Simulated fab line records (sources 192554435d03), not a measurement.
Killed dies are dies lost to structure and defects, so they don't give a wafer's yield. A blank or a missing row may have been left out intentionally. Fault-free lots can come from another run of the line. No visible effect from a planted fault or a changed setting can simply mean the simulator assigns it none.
Which of the tools did it? + flow n5Finfet + 24 lots, 72 wafers sampled, at 6 steps of a route of 1938

## WHAT THE GAUGES SHOWED, per wafer
N5_SDB_CD_MEAS_11: the cd target is 50 nm.
| lot  | measured    | on       | cdNm (nm)      |
|------|-------------|----------|----------------|
| L074 | day 3 18:09 | cdSem-02 | 49.3 49.0 49.7 |
| L075 | day 4 00:52 | cdSem-01 | 50.8 51.7 51.1 |
| L076 | day 4 07:44 | cdSem-01 | 51.1 51.8 51.1 |
| L077 | day 4 13:10 | cdSem-03 | 50.7 50.2 51.3 |
| L078 | day 4 19:02 | cdSem-01 | 50.1 50.2 50.3 |
| L079 | day 4 23:43 | cdSem-02 | 48.7 48.6 48.4 |
| L080 | day 5 05:46 | cdSem-03 | 49.0 50.7 50.7 |
| L081 | day 5 13:07 | cdSem-03 | 50.1 50.2 48.0 |
| L082 | day 5 20:28 | cdSem-01 | 49.9 50.2 49.6 |
| L083 | day 5 22:26 | cdSem-01 | 46.7 50.3 49.1 |
| L084 | day 6 06:47 | cdSem-03 | 50.3 49.2 48.5 |
| L085 | day 6 13:26 | cdSem-02 | 49.2 49.5 50.4 |
| L086 | day 6 19:15 | cdSem-02 | 48.3 50.5 48.6 |
| L087 | day 6 22:18 | cdSem-02 | 50.4 51.1 51.9 |
| L088 | day 7 05:41 | cdSem-01 | 49.6 49.9 51.3 |
| L089 | day 7 13:33 | cdSem-03 | 49.3 47.1 49.5 |
| L090 | day 7 15:19 | cdSem-02 | 49.8 49.1 48.7 |
| L091 | day 8 00:37 | cdSem-02 | 49.3 49.2 48.9 |
| L092 | day 8 05:04 | cdSem-03 | 51.9 50.6 51.3 |
| L093 | day 8 09:19 | cdSem-01 | 49.7 51.0 50.6 |
| L094 | day 8 23:04 | cdSem-01 | 49.2 51.7 50.0 |
| L095 | day 9 02:45 | cdSem-02 | 50.1 49.8 50.5 |
| L096 | day 9 05:41 | cdSem-01 | 50.7 50.1 51.3 |
| L097 | day 9 11:49 | cdSem-03 | 47.8 50.2 49.2 |

N5_SDB_INSPECT_13: inspects for defects (brightfield).
| lot  | measured    | on               | rawDefectCount |
|------|-------------|------------------|----------------|
| L074 | day 3 18:12 | defectInspect-02 | 62 59 54       |
| L075 | day 4 00:55 | defectInspect-01 | 56 49 58       |
| L076 | day 4 07:47 | defectInspect-01 | 71 75 72       |
| L077 | day 4 13:13 | defectInspect-01 | 120 143 82     |
| L078 | day 4 19:05 | defectInspect-01 | 37 56 48       |
| L079 | day 4 23:46 | defectInspect-01 | 66 51 72       |
| L080 | day 5 05:49 | defectInspect-01 | 66 46 62       |
| L081 | day 5 13:10 | defectInspect-02 | 57 52 71       |
| L082 | day 5 20:31 | defectInspect-01 | 54 58 45       |
| L083 | day 5 22:29 | defectInspect-01 | 47 86 47       |
| L084 | day 6 06:50 | defectInspect-02 | 52 102 38      |
| L085 | day 6 13:29 | defectInspect-02 | 108 165 128    |
| L086 | day 6 19:18 | defectInspect-01 | 63 78 53       |
| L087 | day 6 22:22 | defectInspect-01 | 96 54 47       |
| L088 | day 7 05:44 | defectInspect-02 | 49 122 88      |
| L089 | day 7 13:36 | defectInspect-02 | 109 114 75     |
| L090 | day 7 15:23 | defectInspect-01 | 96 45 42       |
| L091 | day 8 00:40 | defectInspect-02 | 53 63 114      |
| L092 | day 8 05:08 | defectInspect-01 | 35 61 48       |
| L093 | day 8 09:22 | defectInspect-02 | 60 91 64       |
| L094 | day 8 23:08 | defectInspect-02 | 37 54 59       |
| L095 | day 9 02:48 | defectInspect-02 | 61 80 86       |
| L096 | day 9 08:07 | defectInspect-02 | 105 83 79      |
| L097 | day 9 11:52 | defectInspect-02 | 53 56 105      |

N5_HKMG_FIN_CD_MEAS_49: the cd target is 202 nm.
| lot  | measured    | on       | cdNm (nm)         |
|------|-------------|----------|-------------------|
| L074 | day 4 00:10 | cdSem-01 | 201.5 201.6 200.8 |
| L075 | day 4 06:23 | cdSem-01 | 202.1 201.1 202.1 |
| L076 | day 4 13:35 | cdSem-02 | 202.5 201.3 201.6 |
| L077 | day 4 18:49 | cdSem-01 | 201.7 201.3 201.5 |
| L078 | day 5 00:31 | cdSem-01 | 200.2 200.7 201.4 |
| L079 | day 5 05:46 | cdSem-02 | 202.3 202.2 202.0 |
| L080 | day 5 11:20 | cdSem-03 | 202.4 201.3 201.5 |
| L081 | day 5 18:31 | cdSem-02 | 200.9 202.7 201.9 |
| L082 | day 6 03:00 | cdSem-03 | 201.9 202.0 202.1 |
| L083 | day 6 03:52 | cdSem-01 | 202.4 202.4 202.6 |
| L084 | day 6 12:47 | cdSem-03 | 202.1 202.4 202.6 |
| L085 | day 6 19:31 | cdSem-02 | 202.3 202.6 202.7 |
| L086 | day 7 01:06 | cdSem-01 | 202.3 203.0 202.3 |
| L087 | day 7 03:56 | cdSem-02 | 202.3 202.5 201.0 |
| L088 | day 7 11:13 | cdSem-02 | 202.3 202.3 201.2 |
| L089 | day 7 19:21 | cdSem-03 | 202.6 202.8 202.9 |
| L090 | day 7 21:11 | cdSem-01 | 202.0 201.9 201.4 |
| L091 | day 8 06:31 | cdSem-02 | 203.2 202.3 203.0 |
| L092 | day 8 11:20 | cdSem-01 | 202.0 202.0 203.0 |
| L093 | day 8 15:03 | cdSem-02 | 202.1 202.0 202.7 |
| L094 | day 9 04:38 | cdSem-02 | 200.9 201.9 201.0 |
| L095 | day 9 09:59 | cdSem-02 | 202.8 202.3 202.6 |
| L096 | day 9 14:47 | cdSem-01 | 202.2 202.3 202.8 |
| L097 | day 9 17:16 | cdSem-02 | 201.2 201.4 201.3 |

## WHAT TOOL EACH LOT RAN ON (gives the tool, then ch and the chambers of the sampled wafers, and finally the start)
| lot  | N5_SD_EPI_P_STRIP_40               | N5_SDB_DESCUM_16                 | N5_DUMMY_REMOVAL_STRIP_10        |
|------|------------------------------------|----------------------------------|----------------------------------|
| L074 | plasmaAsher-01 ch 0,1, day 3 06:55 | rieDiel-01 ch 0,3, day 3 18:23   | rieDiel-02 ch 0,1, day 3 22:36   |
| L075 | plasmaAsher-01 ch 0,1, day 3 12:56 | rieDiel-06 ch 0,2,3, day 4 00:57 | rieDiel-04 ch 1,2,3, day 4 04:53 |
| L076 | plasmaAsher-01 ch 0,1, day 3 21:10 | rieDiel-01 ch 0,1,3, day 4 07:50 | rieDiel-02 ch 1,2, day 4 12:07   |
| L077 | plasmaAsher-02 ch 1, day 4 01:41   | rieDiel-01 ch 0,1,2, day 4 13:24 | rieDiel-02 ch 0,1, day 4 17:19   |
| L078 | plasmaAsher-02 ch 0,1, day 4 08:14 | rieDiel-06 ch 0,1,2, day 4 19:13 | rieDiel-04 ch 0,2, day 4 23:08   |
| L079 | plasmaAsher-02 ch 0,1, day 4 13:09 | rieDiel-01 ch 0,1,2, day 5 00:00 | rieDiel-02 ch 1,2,3, day 5 04:05 |
| L080 | plasmaAsher-01 ch 0,1, day 4 17:13 | rieDiel-06 ch 0,2,3, day 5 05:51 | rieDiel-02 ch 1,2,3, day 5 09:57 |
| L081 | plasmaAsher-02 ch 0,1, day 5 02:50 | rieDiel-06 ch 0,1,2, day 5 13:11 | rieDiel-02 ch 0,3, day 5 17:08   |
| L082 | plasmaAsher-02 ch 0,1, day 5 09:12 | rieDiel-06 ch 0,1,3, day 5 21:19 | rieDiel-02 ch 1,2,3, day 6 01:15 |
| L083 | plasmaAsher-02 ch 0,1, day 5 12:01 | rieDiel-05 ch 1,3, day 5 22:31   | rieDiel-04 ch 1,2, day 6 02:26   |
| L084 | plasmaAsher-02 ch 0,1, day 5 19:45 | rieDiel-06 ch 0,1,2, day 6 07:15 | rieDiel-02 ch 2,3, day 6 11:20   |
| L085 | plasmaAsher-01 ch 0,1, day 6 02:09 | rieDiel-01 ch 1,2,3, day 6 13:53 | rieDiel-04 ch 0,2,3, day 6 17:49 |
| L086 | plasmaAsher-02 ch 0,1, day 6 08:00 | rieDiel-05 ch 1,2, day 6 19:20   | rieDiel-04 ch 2,3, day 6 23:16   |
| L087 | plasmaAsher-02 ch 0,1, day 6 11:53 | rieDiel-01 ch 2,3, day 6 22:34   | rieDiel-04 ch 1,3, day 7 02:36   |
| L088 | plasmaAsher-02 ch 0,1, day 6 18:51 | rieDiel-05 ch 0,1, day 7 05:46   | rieDiel-02 ch 1,2,3, day 7 09:41 |
| L089 | plasmaAsher-01 ch 0,1, day 7 02:47 | rieDiel-01 ch 1,2, day 7 13:38   | rieDiel-02 ch 2,3, day 7 18:01   |
| L090 | plasmaAsher-02 ch 0,1, day 7 05:02 | rieDiel-01 ch 0,1,2, day 7 15:42 | rieDiel-02 ch 0,3, day 7 19:50   |
| L091 | plasmaAsher-02 ch 0,1, day 7 12:59 | rieDiel-05 ch 2,3, day 8 01:04   | rieDiel-04 ch 0,2,3, day 8 05:04 |
| L092 | plasmaAsher-01 ch 0,1, day 7 17:38 | rieDiel-06 ch 2,3, day 8 05:26   | rieDiel-04 ch 0,1, day 8 09:51   |
| L093 | plasmaAsher-02 ch 0,1, day 7 22:50 | rieDiel-05 ch 1,2, day 8 09:26   | rieDiel-03 ch 0,1,2, day 8 13:26 |
| L094 | plasmaAsher-02 ch 0,1, day 8 10:21 | rieDiel-06 ch 0,1,3, day 8 23:10 | rieDiel-02 ch 0,1,3, day 9 03:10 |
| L095 | plasmaAsher-02 ch 0,1, day 8 15:55 | rieDiel-05 ch 0,2,3, day 9 02:52 | rieDiel-04 ch 0,1,3, day 9 08:26 |
| L096 | plasmaAsher-02 ch 0,1, day 8 18:53 | rieDiel-01 ch 1,2, day 9 08:32   | rieDiel-03 ch 0,1, day 9 13:08   |
| L097 | plasmaAsher-02 ch 0,1, day 9 00:33 | rieDiel-01 ch 1,2,3, day 9 11:54 | rieDiel-02 ch 0,1,3, day 9 15:56 |
- N5_SD_EPI_P_STRIP_40: strips in N2/H2.
- N5_SDB_DESCUM_16: chemistry O2, time 7.9 s.
- N5_DUMMY_REMOVAL_STRIP_10: strips in N2/H2, time 40 s.

## WHAT THE TOOLS THEMSELVES READ (means of the sampled wafers that have a number; where no wafer has one, the mark that the record gives instead)
N5_SD_EPI_P_STRIP_40.
| lot  | tool           | drypumpMotorCurrentA (A) | heaterPowerW (W) | oesProductAu (a.u.) |
|------|----------------|--------------------------|------------------|---------------------|
| L074 | plasmaAsher-01 | 5.8                      | 354              | 0.751               |
| L075 | plasmaAsher-01 | 5.9                      | 374              | 0.758               |
| L076 | plasmaAsher-01 | 5.9                      | 367              | 0.759               |
| L077 | plasmaAsher-02 | 5.7                      | 391              | 0.761               |
| L078 | plasmaAsher-02 | 5.3                      | 323              | 0.761               |
| L079 | plasmaAsher-02 | 5.5                      | 350              | 0.767               |
| L080 | plasmaAsher-01 | 5.8                      | 350              | 0.767               |
| L081 | plasmaAsher-02 | 5.5                      | 353              | 0.768               |
| L082 | plasmaAsher-02 | 5.5                      | 346              | 0.762               |
| L083 | plasmaAsher-02 | 5.5                      | 354              | 0.745               |
| L084 | plasmaAsher-02 | 5.2                      | 322              | 0.756               |
| L085 | plasmaAsher-01 | 5.9                      | 371              | 0.765               |
| L086 | plasmaAsher-02 | 5.3                      | 316              | 0.763               |
| L087 | plasmaAsher-02 | 5.3                      | 323              | 0.755               |
| L088 | plasmaAsher-02 | 5.3                      | 311              | 0.758               |
| L089 | plasmaAsher-01 | 5.8                      | 354              | 0.757               |
| L090 | plasmaAsher-02 | 5.3                      | 317              | 0.768               |
| L091 | plasmaAsher-02 | 5.5                      | 352              | 0.761               |
| L092 | plasmaAsher-01 | 5.9                      | 365              | 0.764               |
| L093 | plasmaAsher-02 | 5.3                      | 319              | 0.769               |
| L094 | plasmaAsher-02 | 5.5                      | 353              | 0.760               |
| L095 | plasmaAsher-02 | 5.3                      | 318              | 0.772               |
| L096 | plasmaAsher-02 | 5.5                      | 352              | 0.759               |
| L097 | plasmaAsher-02 | 5.2                      | 318              | 0.765               |

N5_SDB_DESCUM_16.
| lot  | tool       | drypumpMotorCurrentA (A) | oesProductAu (a.u.) | rfVppV (V) | showerheadPlenumPTorr (Torr) | throttleValvePct (%) |
|------|------------|--------------------------|---------------------|------------|------------------------------|----------------------|
| L074 | rieDiel-01 | 5.9                      | 0.80                | 243.5      | 2.12                         | 20.50                |
| L075 | rieDiel-06 | 5.2                      | 0.83                | 243.3      | 2.12                         | 20.38                |
| L076 | rieDiel-01 | 5.9                      | 0.80                | 244.0      | 2.13                         | 20.38                |
| L077 | rieDiel-01 | 5.7                      | 0.83                | 243.1      | 2.12                         | 20.38                |
| L078 | rieDiel-06 | 5.1                      | 0.84                | 243.6      | 2.09                         | 20.35                |
| L079 | rieDiel-01 | 5.7                      | 0.83                | 244.0      | 2.12                         | 20.39                |
| L080 | rieDiel-06 | 5.2                      | 0.83                | 244.4      | 2.12                         | 20.39                |
| L081 | rieDiel-06 | 5.1                      | 0.82                | 243.7      | 2.09                         | 20.35                |
| L082 | rieDiel-06 | 5.5                      | 0.78                | 242.6      | 2.06                         | 20.29                |
| L083 | rieDiel-05 | 6.3                      | 0.67                | 242.3      | 2.05                         | 20.50                |
| L084 | rieDiel-06 | 5.1                      | 0.82                | 242.5      | 2.08                         | 20.36                |
| L085 | rieDiel-01 | 5.8                      | 0.85                | 242.7      | 2.09                         | 20.39                |
| L086 | rieDiel-05 | 5.9                      | 0.69                | 242.4      | 2.05                         | 20.60                |
| L087 | rieDiel-01 | 5.8                      | 0.83                | 244.1      | 2.08                         | 20.52                |
| L088 | rieDiel-05 | 5.7                      | 0.71                | 243.3      | 2.05                         | 20.57                |
| L089 | rieDiel-01 | 5.8                      | 0.84                | 243.8      | 2.10                         | 20.29                |
| L090 | rieDiel-01 | 5.7                      | 0.88                | 242.8      | 2.11                         | 20.24                |
| L091 | rieDiel-05 | 6.4                      | 0.95                | 243.2      | 2.09                         | 20.06                |
| L092 | rieDiel-06 | 4.9                      | 0.78                | 242.9      | 2.11                         | 20.63                |
| L093 | rieDiel-05 | 5.9                      | 0.79                | 242.7      | 2.05                         | 20.54                |
| L094 | rieDiel-06 | 5.5                      | 0.75                | 242.6      | 2.05                         | 20.34                |
| L095 | rieDiel-05 | 6.1                      | 0.86                | 243.3      | 2.09                         | 20.23                |
| L096 | rieDiel-01 | 5.8                      | 0.82                | 243.6      | 2.10                         | 20.32                |
| L097 | rieDiel-01 | 5.8                      | 0.80                | 242.4      | 2.08                         | 20.44                |

N5_DUMMY_REMOVAL_STRIP_10.
| lot  | tool       | drypumpMotorCurrentA (A) | oesProductAu (a.u.) | rfVppV (V) | showerheadPlenumPTorr (Torr) | throttleValvePct (%) |
|------|------------|--------------------------|---------------------|------------|------------------------------|----------------------|
| L074 | rieDiel-02 | 6.3                      | 0.75                | 44.4       | 3.37                         | 12.12                |
| L075 | rieDiel-04 | 5.8                      | 0.83                | 44.9       | 3.32                         | 12.07                |
| L076 | rieDiel-02 | 6.4                      | 0.81                | 45.8       | 3.39                         | 11.94                |
| L077 | rieDiel-02 | 6.4                      | 0.74                | 45.2       | 3.37                         | 12.09                |
| L078 | rieDiel-04 | 5.8                      | 0.72                | 45.0       | 3.35                         | 12.23                |
| L079 | rieDiel-02 | 6.1                      | 0.89                | 45.7       | 3.46                         | 11.89                |
| L080 | rieDiel-02 | 6.1                      | 0.88                | 45.2       | 3.46                         | 11.89                |
| L081 | rieDiel-02 | 5.8                      | 0.88                | 45.9       | 3.50                         | 11.95                |
| L082 | rieDiel-02 | 6.1                      | 0.86                | 45.7       | 3.46                         | 11.91                |
| L083 | rieDiel-04 | 5.6                      | 0.78                | 45.0       | 3.30                         | 12.19                |
| L084 | rieDiel-02 | 6.1                      | 0.91                | 45.4       | 3.48                         | 11.82                |
| L085 | rieDiel-04 | 5.9                      | 0.78                | 45.6       | 3.34                         | 12.19                |
| L086 | rieDiel-04 | 6.0                      | 0.78                | 45.6       | 3.32                         | 12.10                |
| L087 | rieDiel-04 | 5.6                      | 0.85                | 44.7       | 3.29                         | 12.13                |
| L088 | rieDiel-02 | 6.1                      | 0.84                | 45.0       | 3.45                         | 11.93                |
| L089 | rieDiel-02 | 6.1                      | 0.89                | 45.3       | 3.47                         | 11.85                |
| L090 | rieDiel-02 | 6.1                      | 0.78                | 46.0       | 3.42                         | 12.12                |
| L091 | rieDiel-04 | 5.9                      | 0.77                | 45.1       | 3.34                         | 12.21                |
| L092 | rieDiel-04 | 5.5                      | 0.75                | 45.1       | 3.34                         | 12.41                |
| L093 | rieDiel-03 | 5.5                      | 0.79                | 45.6       | 3.34                         | 12.40                |
| L094 | rieDiel-02 | 6.1                      | 0.77                | 44.8       | 3.42                         | 12.11                |
| L095 | rieDiel-04 | 5.7                      | 0.80                | 45.0       | 3.32                         | 12.25                |
| L096 | rieDiel-03 | 5.4                      | 0.78                | 44.9       | 3.30                         | 12.36                |
| L097 | rieDiel-02 | 6.1                      | 0.77                | 45.6       | 3.41                         | 12.11                |

## THE ANSWER, worked out from the rows above alone
Rule: what is usual is taken from the lots themselves. The widest of any qualifying gaps counts: lots, ordered by their means at a reading, are off when they make up no more than a third of the lots, leave a main group of 4 or more, and stand apart from it by 3 or more times the standard deviation of that group's means. A main group whose means are all the same, to the digits that the tables above print for the reading, isn't used. A lot without any number at a reading at which 4 lots or more have one is off too. Where the step has rows for the other lots, those lots are counted as sound. First the gauges in route order, then the tools' own readings, where a lot's mean is used as printed above. The first step at which some lot is off is used, and at that step the reading that is off furthest; a lot without a number counts as furthest.
No lot is off on any of the readings shown, so nothing can be concluded from this.

## WHAT WAS PUT IN BY THE SIMULATOR
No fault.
